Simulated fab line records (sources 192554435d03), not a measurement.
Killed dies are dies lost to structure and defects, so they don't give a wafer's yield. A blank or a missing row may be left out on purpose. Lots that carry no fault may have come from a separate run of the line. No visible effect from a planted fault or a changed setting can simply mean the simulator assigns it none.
Which tool is to blame? | flow n5-finfet | 10 lots with 29 wafers sampled at 3 steps, on a route of 1938 steps

== WHAT THE GAUGES SHOWED, per wafer ==
N5_PASSIVATION_INSPECT_61: inspects for defects (macro).
lot  | measured     | on                | raw-defect-count
L855 | day 12 12:01 | defect-inspect-01 | 3 2 6
L858 | day 13 01:07 | defect-inspect-02 | 2 3 4
L860 | day 13 17:41 | defect-inspect-02 | 1 5 4
L865 | day 14 18:22 | defect-inspect-02 | >300 >300
L868 | day 15 13:07 | defect-inspect-02 | >300 >300 >300
L870 | day 16 11:28 | defect-inspect-02 | 3 4 0
L873 | day 16 20:50 | defect-inspect-02 | 1 1 3
L872 | day 17 00:27 | defect-inspect-02 | 1 2 4
L875 | day 17 09:44 | defect-inspect-02 | 1 2 2
L876 | day 17 22:36 | defect-inspect-01 | 0 3 1

== EACH LOT AND THE TOOL THAT RAN IT (in order: tool; ch and the chambers of the sampled wafers; start) ==
lot  | N5_BEOL_M15_SPUTTER_43       | N5_MIM_BOT_ETCH_ETCH_04
L855 | pvd-sputter-01, day 12 03:50 | rie-diel-04 ch 0,1,3, day 12 10:16
L858 | pvd-sputter-03, day 12 16:45 | rie-diel-01 ch 0,2,3, day 12 21:50
L860 | pvd-sputter-01, day 13 07:20 | rie-diel-01 ch 2,3, day 13 13:28
L865 | pvd-sputter-03, day 14 09:35 | rie-diel-01 ch 0,1, day 14 16:26
L868 | pvd-sputter-03, day 15 01:14 | rie-diel-01 ch 1,2, day 15 07:46
L870 | pvd-sputter-02, day 16 00:17 | rie-diel-06 ch 0,1,2, day 16 09:44
L873 | pvd-sputter-03, day 16 13:07 | rie-diel-06 ch 0,3, day 16 19:22
L872 | pvd-sputter-01, day 16 16:44 | rie-diel-06 ch 1,2,3, day 16 22:59
L875 | pvd-sputter-02, day 17 00:21 | rie-diel-06 ch 0,1,3, day 17 07:02
L876 | pvd-sputter-02, day 17 13:32 | rie-diel-06 ch 0,1,2, day 17 19:59
- N5_BEOL_M15_SPUTTER_43: material TaN, target thk 15 nm, time 24.19 s.
- N5_MIM_BOT_ETCH_ETCH_04: etches SiNx in CF4/O2, target depth 26 nm, time 13 s.

== THE ANSWER, worked out from the rows above alone ==
Rule: usual is defined by the lots themselves. Put in order of their means at a reading, lots are off if they are a third of the lots or fewer, leave a main group of 4 or more, and stand apart from it by a gap of 3 or more times the standard deviation of the main group's means; of several such gaps the widest counts. A main group is skipped when, at the precision printed for the reading in the tables above, its means are all equal. A lot without any number at a reading at which 4 lots or more have one is off too. Where the step has rows for the other lots, those lots are counted as sound.
Off, at N5_PASSIVATION_INSPECT_61 on raw-defect-count: L865, L868. Without a number there: L865, L868. Main group: mean 2.4, sd 0.79.
If a tool, at a process step before that reading, ran all the lots that are off and no sound lot after the first of them, it fits. The gauges at N5_PASSIVATION_INSPECT_61 are tried like those tools. One fits: rie-diel-01 at N5_MIM_BOT_ETCH_ETCH_04. Its last sound lot is L860 (day 13 13:28), its first lot that is off L865 (day 14 16:26): a fault that began between those two fits.

== WHAT THE SIMULATOR HAD INSERTED ==
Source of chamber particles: rie-diel-01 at N5_MIM_BOT_ETCH_ETCH_04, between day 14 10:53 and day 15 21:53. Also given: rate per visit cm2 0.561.
Lots struck among those shown: L865, L868. The rule given above showed the same thing.
